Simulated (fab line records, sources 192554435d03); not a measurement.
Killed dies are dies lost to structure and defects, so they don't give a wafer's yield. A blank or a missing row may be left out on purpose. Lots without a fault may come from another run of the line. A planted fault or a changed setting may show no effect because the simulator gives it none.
Chamber matching | flow n5_finfet | N5_BEOL_M7_DEP_56 on pecvd-03: 3 sister chambers
The step deposits SiCN from 3MS/NH3, target thk 10 nm, time 17.5 s. 3 wafers are shown with their chamber, then 7 later ones without.

WAFERS WITH THEIR CHAMBER
wafer  | chamber | showerhead_plenum_p_Torr (Torr)
L082.6 | 0       | 3.640
L085.4 | 1       | 3.641
L085.5 | 2       | 3.680

WAFERS WITHOUT THEIR CHAMBER
wafer  | showerhead_plenum_p_Torr (Torr)
L085.6 | 3.640
L095.2 | 3.686
L095.5 | 3.643
L095.6 | 3.684
L096.2 | 3.676
L096.3 | 3.669
L096.5 | 3.673

WHICH CHAMBER EACH WENT THROUGH
wafer  | from the rows above     | in truth
L085.6 | can't be placed: 0 or 1 | 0
L095.2 | 2                       | 2
L095.5 | can't be placed: 1 or 0 | 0
L095.6 | 2                       | 2
L096.2 | 2                       | 2
L096.3 | 2                       | 2
L096.5 | 2                       | 2
Placed correctly: 5 of 7. Can't be placed from these rows: 2 (the true chamber is among the candidates in 2). Placed wrongly: 0.
How it was worked out, from the rows above alone: a wafer's distance from a chamber is the root of the sum, over the readings, of the square of ((its reading less the chamber's mean) divided by the reading's scatter). The wafer belongs to the nearest chamber; if the next one is less than 2 further off, it can't be placed. A chamber's mean is the mean of its shown wafers. The scatter: with one shown wafer a chamber, the root of the mean of the squares of how far each hidden wafer lies from its nearest shown one.
